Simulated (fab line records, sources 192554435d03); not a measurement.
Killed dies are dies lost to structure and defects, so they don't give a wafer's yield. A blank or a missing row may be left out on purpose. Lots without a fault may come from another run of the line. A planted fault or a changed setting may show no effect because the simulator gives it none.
Split-lot experiment | flow n5_finfet | 7 lots, 21 wafers read, on a route of 1938 steps

THE SPLIT
At N5_SDB_ALD_29 (deposits SiNx, target thk 30 nm, pulse time 1 s, ald cycles 600), the setting ald_cycles was moved away from the recipe's 600 on 10 of the 21 wafers read, by -9.0% to +14.2%. The other wafers ran this setting at the recipe's value.

FROM THE SPLIT TO THE READING: what the file shows between them, 3 steps
- N5_SDB_CMP_30: polishes, stops on poly-Si, t overpolish 1.54 s, target thk 30 nm
- N5_DUMMY_REMOVAL_HM_STRIP_01: strips SiNx in CH3F/O2, stops on poly-Si, target depth 4 nm, time 6.8 s
- N5_DUMMY_REMOVAL_STRIP_10: strips in N2/H2, time 40 s

THE READING
SiNx_of_SDB_ALD_29.thk_nm (the simulator's own value, which no gauge read), in nm, at N5_DUMMY_REMOVAL_PRECLEAN_07 (cleans in dHF, time 30 s). The file gives no usual value for it. The 11 wafers here that ran the recipe average 29.3 nm, standard deviation 0.1 nm.

wafer  | tool, chamber at the split | ald_cycles as run | against the recipe | SiNx_of_SDB_ALD_29.thk_nm, nm | against lot-mates on the recipe
L074.1 | ald_sin-02, 1              | 685               | +14.2%             | 29.4                          | no lot-mate on the recipe
L074.3 | ald_sin-02, 3              | 685               | +14.2%             | 29.6                          | no lot-mate on the recipe
L074.6 | ald_sin-02, 3              | 685               | +14.2%             | 29.8                          | no lot-mate on the recipe
L080.2 | ald_sin-03, 0,2            | 600               | recipe             | 29.4                          | -
L080.3 | ald_sin-03, 0,2            | 600               | recipe             | 29.4                          | -
L080.5 | ald_sin-03, 3              | 600               | recipe             | 29.4                          | -
L089.2 | ald_sin-02, 3              | 600               | recipe             | 29.4                          | -
L089.4 | ald_sin-02, 2,0            | 558               | -7.0%              | 27                            | -2.4
L089.6 | ald_sin-02, 2,0            | 558               | -7.0%              | 27                            | -2.4
L091.3 | ald_sin-03, 3              | 560               | -6.7%              | 27.4                          | -1.8
L091.5 | ald_sin-03, 1              | 560               | -6.7%              | 27.4                          | -1.8
L091.4 | ald_sin-03, 1              | 600               | recipe             | 29.2                          | -
L092.3 | ald_sin-03, 3,0            | 600               | recipe             | 29.2                          | -
L092.6 | ald_sin-03, 3,0            | 600               | recipe             | 29.2                          | -
L092.4 | ald_sin-03, 2              | 600               | recipe             | 29.4                          | -
L093.1 | ald_sin-03, 2              | 546               | -9.0%              | 26.6                          | -2.8
L093.4 | ald_sin-03, 0              | 600               | recipe             | 29.4                          | -
L093.5 | ald_sin-03, 1              | 546               | -9.0%              | 26.4                          | -3.0
L097.1 | ald_sin-03, 2              | 558               | -7.0%              | 27.2                          | -2.0
L097.4 | ald_sin-03, 3,2            | 600               | recipe             | 29.2                          | -
L097.5 | ald_sin-03, 3,2            | 600               | recipe             | 29.2                          | -
Where a row lists several chambers, the file gives one row for several wafers and doesn't say which wafer went through which chamber.

THE FIT
A straight line over all 21 wafers: SiNx_of_SDB_ALD_29.thk_nm changes by +0.129 nm for each +1% of ald_cycles; r = +0.78; the points scatter about the line by 0.76 nm.
The same after taking each lot's own level away (the mean of its wafers on the recipe; 18 wafers): +0.312 nm for each +1%; r = +0.99; scatter 0.15 nm.
On that fit, the largest move of ald_cycles shifts the reading by 4.4 nm.
The lots' own levels span 29.20 to 29.40 nm, that is 2.0 times the standard deviation above.
So the lot-to-lot level blurs the effect unless lot-mates are compared.
Check: with one of the wafers moved furthest among these (-9.0%) left out of the fit, the line predicts -2.8 nm for it against its lot-mates. It came out at -2.8 nm against them.

OTHER SPLITS ON THESE WAFERS
These wafers also went through other splits before the reading. Each is held against what the fit with the lots' levels taken away leaves over:
other split on the same wafers | wafers away from the commonest value | r with SiNx_of_SDB_ALD_29.thk_nm (lot level and that fit taken away)
N5_DUMMY_GATE_ETCH_32 time_s   | 4                                    | -0.07
N5_SD_EPI_P_PEB_07 peb_time_s  | 8                                    | -0.40
N5_SDB_ETCH_18 time_s          | 9                                    | -0.51

THE WHOLE CHAIN: every reading that the file lists as answering this split, in the file's order
step                         | what it does                                                    | reading                                                                    | change (the file's fit)               | r (the file's)
N5_SDB_ALD_29                | deposits SiNx, target thk 30 nm, pulse time 1 s, ald cycles 600 | SiNx_of_SDB_ALD_29.thk_nm (the simulator's own value, which no gauge read) | +0.305 nm for each +1% of the setting | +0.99
N5_DUMMY_REMOVAL_PRECLEAN_07 | cleans in dHF, time 30 s                                        | SiNx_of_SDB_ALD_29.thk_nm (the simulator's own value, which no gauge read) | +0.308 nm for each +1% of the setting | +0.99

THE FILE'S OWN FIT
SiNx_of_SDB_ALD_29.thk_nm changes by +0.308 nm for each +1% of ald_cycles, r = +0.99.
